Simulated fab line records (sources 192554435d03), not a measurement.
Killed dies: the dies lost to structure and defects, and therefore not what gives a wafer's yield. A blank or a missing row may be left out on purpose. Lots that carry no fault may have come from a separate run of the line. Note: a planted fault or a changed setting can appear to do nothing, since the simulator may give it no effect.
Chamber matching | flow n5_finfet | N5_ILD0_CMP_07 on cmp-03: 4 sister chambers
The step polishes SiO2 flowable, stops on poly-Si, t overpolish 1.18 s, target thk 138.88 nm. 22 wafers are shown with their chamber, then 11 later ones without.

== EACH WAFER AND ITS CHAMBER ==
wafer  | chamber | motor_current_A (A) | retaining_ring_pressure_frac
L075.2 | 3       | 12.2                | 1.004
L075.3 | 2       | 11.0                | 0.997
L075.6 | 3       | 11.4                | 1.000
L076.1 | 3       | 11.5                | 1.003
L076.3 | 1       | 16.6                | 0.998
L076.4 | 0       | 12.1                | 0.997
L077.2 | 1       | 16.1                | 0.999
L077.3 | 0       | 12.9                | 1.003
L077.6 | 3       | 11.6                | 1.000
L078.1 | 2       | 10.8                | 0.997
L078.2 | 1       | 16.0                | 0.998
L078.5 | 0       | 12.2                | 1.003
L081.3 | 2       | 10.8                | 0.997
L081.4 | 0       | 12.7                | 0.999
L081.5 | 3       | 11.7                | 1.000
L083.4 | 1       | 16.0                | 1.004
L083.5 | 1       | 16.7                | 0.993
L083.6 | 2       | 11.4                | 1.000
L085.1 | 1       | 16.4                | 0.995
L085.3 | 0       | 12.7                | 0.997
L085.6 | 2       | 11.3                | 0.999
L092.2 | 3       | 11.4                | 1.005

SIGNATURES (means of the wafers above)
reading                      | chamber 0 | chamber 1 | chamber 2 | chamber 3 | scatter within a chamber
motor_current_A              | 12.520    | 16.300    | 11.060    | 11.633    | 0.31
retaining_ring_pressure_frac | 0.99980   | 0.99783   | 0.99800   | 1.00200   | 0.00281
Rule: a wafer lies at a distance from a chamber equal to the root of the sum of squares, over the readings, of (its reading less the chamber's mean, divided by the reading's scatter). The wafer belongs to the nearest chamber; if the next one is less than 2 further off, it can't be placed. The scatter is the square root of a quotient: the sum, over the shown wafers, of each reading's squared deviation from its chamber's mean, divided by wafers minus chambers.

== WAFERS WITH NO CHAMBER GIVEN ==
wafer  | motor_current_A (A) | retaining_ring_pressure_frac
L092.3 | 15.6                | 1.009
L092.4 | 11.2                | 0.997
L094.2 | 16.0                | 1.011
L094.3 | 11.6                | 0.999
L094.5 | 12.4                | 1.002
L095.4 | 16.5                | 1.006
L095.5 | 11.9                | 0.991
L095.6 | 11.0                | 0.995
L096.2 | 12.9                | 1.005
L096.3 | 15.7                | 1.006
L096.6 | 12.3                | 0.999

== THE CHAMBER EACH PASSED THROUGH ==
wafer  | from the rows above          | in truth
L092.3 | 1                            | 1
L092.4 | can't be placed: 2 or 3      | 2
L094.2 | 1                            | 1
L094.3 | can't be placed: 3 or 2 or 0 | 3
L094.5 | can't be placed: 0 or 3      | 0
L095.4 | 1                            | 1
L095.5 | can't be placed: 2 or 0 or 3 | 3
L095.6 | 2                            | 2
L096.2 | can't be placed: 0 or 3      | 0
L096.3 | 1                            | 1
L096.6 | can't be placed: 0 or 3      | 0
Correct placement for 5 of the 11. Unplaceable from these rows: 6, with the true chamber sitting among the candidates in 6. Number placed wrongly: 0.
